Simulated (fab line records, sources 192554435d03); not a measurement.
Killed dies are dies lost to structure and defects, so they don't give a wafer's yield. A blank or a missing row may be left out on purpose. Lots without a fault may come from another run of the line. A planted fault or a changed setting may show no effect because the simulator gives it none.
Which tool did it? | flow n5_finfet | 24 lots, 72 wafers sampled, at 3 steps of a route of 1938

WHAT THE GAUGES READ, wafer by wafer
N5_BEOL_M12_INSPECT_55: inspects for defects (darkfield). Usual: raw_defect_count 70, standard deviation 24.
lot  | measured     | on                | raw_defect_count | flag
L074 | day 11 09:15 | defect_inspect-02 | 39 62 90         |
L075 | day 11 11:49 | defect_inspect-02 | 99 97 61         |
L076 | day 11 18:57 | defect_inspect-02 | 60 25 63         |
L077 | day 12 06:04 | defect_inspect-02 | 58 61 50         |
L078 | day 12 06:09 | defect_inspect-01 | 58 56 67         |
L080 | day 12 23:43 | defect_inspect-01 | 130 81 69        |
L079 | day 13 00:31 | defect_inspect-02 | 59 79 96         |
L081 | day 13 00:40 | defect_inspect-01 | 120 44 77        |
L083 | day 13 17:46 | defect_inspect-01 | 72 63 79         |
L082 | day 13 19:34 | defect_inspect-01 | 52 57 56         |
L086 | day 14 00:08 | defect_inspect-01 | 89 98 117        |
L084 | day 14 00:24 | defect_inspect-01 | 69 76 64         |
L085 | day 14 10:49 | defect_inspect-01 | 112 87 94        |
L089 | day 15 07:48 | defect_inspect-01 | 141 66 65        |
L088 | day 15 08:04 | defect_inspect-01 | 50 34 30         |
L087 | day 15 13:37 | defect_inspect-02 | 98 46 62         |
L090 | day 15 13:53 | defect_inspect-02 | 88 37 103        |
L091 | day 16 02:55 | defect_inspect-01 | 64 39 40         |
L093 | day 16 15:58 | defect_inspect-01 | 59 52 49         |
L092 | day 16 20:07 | defect_inspect-01 | 55 88 59         |
L094 | day 17 08:13 | defect_inspect-01 | 61 65 52         |
L095 | day 17 10:53 | defect_inspect-02 | 97 75 109        |
L097 | day 17 16:23 | defect_inspect-02 | 58 79 59         |
L096 | day 17 16:38 | defect_inspect-02 | 84 88 91         |

N5_BEOL_M13_CD_MEAS_10: target cd 190 nm. Usual: cd_nm 190.8 nm, standard deviation 1.5.
lot  | measured     | on        | cd_nm (nm)        | flag
L074 | day 11 09:52 | cd_sem-02 | 189.9 189.9 189.9 |
L075 | day 11 12:19 | cd_sem-02 | 192.0 189.6 192.1 |
L076 | day 11 19:34 | cd_sem-02 | 191.3 193.2 194.0 |
L077 | day 12 06:34 | cd_sem-03 | 192.1 190.9 192.7 |
L078 | day 12 06:38 | cd_sem-02 | 191.0 189.2 191.7 |
L080 | day 13 00:13 | cd_sem-03 | 191.5 190.8 194.1 |
L079 | day 13 01:08 | cd_sem-01 | 191.0 191.3 189.9 |
L081 | day 13 01:11 | cd_sem-03 | 192.9 190.0 192.9 |
L083 | day 13 18:23 | cd_sem-03 | 192.5 191.7 189.7 |
L082 | day 13 20:11 | cd_sem-01 | 188.1 188.9 187.6 |
L086 | day 14 00:45 | cd_sem-03 | 193.2 191.2 190.4 |
L084 | day 14 00:54 | cd_sem-03 | 193.1 190.9 189.8 |
L085 | day 14 11:26 | cd_sem-01 | 191.7 189.6 188.0 |
L089 | day 15 08:25 | cd_sem-01 | 187.1 190.9 192.0 |
L088 | day 15 08:41 | cd_sem-01 | 190.0 192.6 191.3 |
L087 | day 15 14:07 | cd_sem-02 | 193.7 191.8 189.0 |
L090 | day 15 14:30 | cd_sem-02 | 191.2 191.8 191.6 |
L091 | day 16 03:25 | cd_sem-03 | 190.7 189.7 193.2 |
L093 | day 16 16:35 | cd_sem-01 | 191.2 189.4 190.3 |
L092 | day 16 20:37 | cd_sem-01 | 191.6 189.2 188.6 |
L094 | day 17 08:46 | cd_sem-03 | 190.9 193.2 188.8 |
L095 | day 17 11:22 | cd_sem-03 | 189.3 192.3 191.5 |
L097 | day 17 17:04 | cd_sem-03 | 191.7 192.3 189.2 |
L096 | day 17 17:16 | cd_sem-03 | 191.4 191.9 191.8 |

WHICH TOOL RAN EACH LOT (tool, then ch and the chambers of the sampled wafers, then the start)
lot  | N5_BEOL_M11_CURE_72
L074 | uv_cure-02 ch 0, day 11 00:37
L075 | uv_cure-01 ch 1, day 11 01:43
L076 | uv_cure-03 ch 1, day 11 10:17
L077 | uv_cure-03 ch 0, day 11 18:08
L078 | uv_cure-02 ch 2, day 11 21:22
L080 | uv_cure-03 ch 0, day 12 12:35
L079 | uv_cure-02 ch 2, day 12 15:05
L081 | uv_cure-01 ch 0, day 12 15:20
L083 | uv_cure-02 ch 1, day 13 05:44
L082 | uv_cure-01 ch 2, day 13 08:07
L086 | uv_cure-03 ch 2, day 13 17:30
L084 | uv_cure-03 ch 1, day 13 17:58
L085 | uv_cure-03 ch 0, day 13 23:40
L089 | uv_cure-02 ch 2, day 14 21:19
L088 | uv_cure-02 ch 0, day 14 21:37
L087 | uv_cure-02 ch 2, day 15 02:09
L090 | uv_cure-02 ch 1, day 15 03:09
L091 | uv_cure-01 ch 0, day 15 14:40
L093 | uv_cure-02 ch 0, day 16 02:02
L092 | uv_cure-01 ch 1, day 16 02:14
L094 | uv_cure-02 ch 1, day 16 19:05
L095 | uv_cure-03 ch 1, day 17 02:44
L097 | uv_cure-03 ch 0, day 17 06:43
L096 | uv_cure-03 ch 2, day 17 08:48
- N5_BEOL_M11_CURE_72: cures SiCOH lowk, time 120 s.

WHAT THE TOOLS THEMSELVES READ (means of the sampled wafers that have a number; where no wafer has one, the mark that the record gives instead)
N5_BEOL_M11_CURE_72. Usual: lamp_power_pct 52.31 %, standard deviation 0.056; wafer_temp_C_max 371.7, standard deviation 0.66.
lot  | tool       | lamp_power_pct (%) | wafer_temp_C_max | flag
L074 | uv_cure-02 | 52.32              | 371.0            |
L075 | uv_cure-01 | 52.36              | 371.7            |
L076 | uv_cure-03 | 52.31              | 371.4            |
L077 | uv_cure-03 | 52.34              | 371.2            |
L078 | uv_cure-02 | 52.29              | 372.0            |
L080 | uv_cure-03 | 52.25              | 371.2            |
L079 | uv_cure-02 | 52.30              | 371.6            |
L081 | uv_cure-01 | 52.34              | 371.5            |
L083 | uv_cure-02 | 52.34              | 372.2            |
L082 | uv_cure-01 | 52.29              | 371.6            |
L086 | uv_cure-03 | 52.29              | 372.4            |
L084 | uv_cure-03 | 52.30              | 370.9            |
L085 | uv_cure-03 | 52.35              | 371.3            |
L089 | uv_cure-02 | 52.28              | 371.8            |
L088 | uv_cure-02 | 52.33              | 371.2            |
L087 | uv_cure-02 | 52.36              | 371.7            |
L090 | uv_cure-02 | 52.30              | 372.2            |
L091 | uv_cure-01 | 52.34              | 371.3            |
L093 | uv_cure-02 | 52.32              | 371.4            |
L092 | uv_cure-01 | 52.28              | 371.8            |
L094 | uv_cure-02 | 52.30              | 372.0            |
L095 | uv_cure-03 | 52.28              | 371.3            |
L097 | uv_cure-03 | 52.32              | 371.4            |
L096 | uv_cure-03 | 52.29              | 373.3            |

THE ANSWER, worked out from the rows above alone
Rule: a lot is off if the mean of its wafers that have a number lies more than 3 standard deviations from the usual mean. A lot without any number at a reading at which 4 lots or more have one is off too. The other lots that the step has rows for count as sound. The gauges are gone through in route order, then the tools' own readings, and for those a lot's mean is taken as printed above. The first step at which some lot is off is used, and at that step the reading that is off furthest; a lot without a number counts as furthest.
No lot is off at any reading shown: from this, nothing can be told.

WHAT THE SIMULATOR HAD PUT IN
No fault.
